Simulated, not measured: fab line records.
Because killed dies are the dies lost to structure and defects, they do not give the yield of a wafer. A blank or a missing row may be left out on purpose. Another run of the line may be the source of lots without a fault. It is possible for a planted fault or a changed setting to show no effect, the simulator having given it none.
Chamber matching	flow n5Finfet	N5_BEOL_M0_SAQP_SPACER2_ALD_26 on aldSin-01: 4 sister chambers
The step deposits SiO2, target thk 15 nm, pulse time 1 s, purge time 2 s. 4 wafers are shown with their chamber, then 11 later ones without.

== WAFERS WITH THEIR CHAMBER ==
wafer	chamber	heaterPowerW (W)
L081.3	2	496
L087.3	1	495
L087.6	0	505
L092.1	3	532

== WAFERS MISSING THEIR CHAMBER ==
wafer	heaterPowerW (W)
L092.2	516
L092.3	506
L092.4	486
L092.5	512
L092.6	506
L093.1	502
L093.2	521
L093.6	507
L097.1	522
L097.2	512
L097.4	487

== CHAMBER TAKEN BY EACH ==
wafer	from the rows above	in truth
L092.2	can't be placed: 0 or 3 or 2 or 1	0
L092.3	can't be placed: 0 or 2 or 1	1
L092.4	can't be placed: 1 or 2 or 0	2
L092.5	can't be placed: 0 or 2 or 1 or 3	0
L092.6	can't be placed: 0 or 2 or 1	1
L093.1	can't be placed: 0 or 2 or 1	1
L093.2	can't be placed: 3 or 0 or 2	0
L093.6	can't be placed: 0 or 2 or 1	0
L097.1	can't be placed: 3 or 0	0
L097.2	can't be placed: 0 or 2 or 1 or 3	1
L097.4	can't be placed: 1 or 2 or 0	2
Correctly placed: 0 of 11. From these rows, 11 cannot be placed; in 11 the true chamber is one of the candidates. 0 placed wrongly.
How it was worked out, from the rows above alone: a wafer's distance from a chamber is the root of the sum, over the readings, of the square of ((its reading less the chamber's mean) divided by the reading's scatter). If the next closest chamber is less than 2 further off than the closest, the wafer can't be placed; otherwise it belongs to the closest. For every chamber, the mean is computed from those of its wafers that are shown. The scatter (one wafer shown for each chamber): square how far every hidden wafer sits from the nearest shown wafer, average those squares and take the square root.
